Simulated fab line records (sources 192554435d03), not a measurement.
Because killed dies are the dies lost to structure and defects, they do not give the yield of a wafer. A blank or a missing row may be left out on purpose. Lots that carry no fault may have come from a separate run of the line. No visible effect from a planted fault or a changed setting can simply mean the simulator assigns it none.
Chamber matching ; flow n5-finfet ; 4 sister chambers for N5_HKMG_FIN_ETCH_58 on rie-diel-02
The step etches SOC in N2/H2, target depth 215.8 nm, time 741 s. 14 wafers are shown with their chamber, then 7 later ones without.

== WAFERS PAIRED WITH THEIR CHAMBERS ==
wafer;chamber;showerhead-plenum-p-Torr (Torr);oes-product-au (a.u.);throttle-valve-pct (%)
L076.3;0;2.41;0.70;17.45
L076.4;3;2.59;0.87;17.75
L076.6;1;2.42;0.75;17.68
L090.3;3;2.58;0.83;17.77
L090.4;0;2.40;0.68;17.50
L090.5;0;2.40;0.68;17.51
L091.1;1;2.41;0.74;17.74
L091.2;0;2.40;0.69;17.51
L091.4;2;2.69;0.92;17.78
L092.2;3;2.58;0.82;17.79
L092.4;1;2.41;0.72;17.73
L092.5;3;2.58;0.82;17.79
L093.1;0;2.40;0.67;17.52
L093.4;1;2.41;0.72;17.75

SIGNATURES (averages over the wafers above)
reading;chamber 0;chamber 1;chamber 2;chamber 3;scatter within a chamber
showerhead-plenum-p-Torr;2.4020;2.4125;2.6900;2.5825;0.0048
oes-product-au;0.6840;0.7325;0.9200;0.8350;0.017
throttle-valve-pct;17.4980;17.7250;17.7800;17.7750;0.0266
Rule: a wafer's distance from a chamber is the root of the sum, over the readings, of the square of ((its reading less the chamber's mean) divided by the reading's scatter). The wafer belongs to the nearest chamber; if the next one is less than 2 further off, it can't be placed. The scatter: the root of (the sum of the squares of (reading less its chamber's mean) over the shown wafers, divided by (wafers less chambers)).

== WAFERS WHOSE CHAMBER IS MISSING ==
wafer;showerhead-plenum-p-Torr (Torr);oes-product-au (a.u.);throttle-valve-pct (%)
L093.5;2.58;0.83;17.79
L094.1;2.58;0.82;17.80
L094.2;2.41;0.73;17.76
L094.3;2.40;0.68;17.54
L097.4;2.69;0.90;17.82
L097.5;2.40;0.72;17.76
L097.6;2.69;0.90;17.82

== THE CHAMBER EACH PASSED THROUGH ==
wafer;from the rows above;in truth
L093.5;3;3
L094.1;3;3
L094.2;1;1
L094.3;0;0
L097.4;2;2
L097.5;1;1
L097.6;2;2
Correctly placed: 7 of 7. Not placeable from these rows: 0. Placed wrongly: 0.
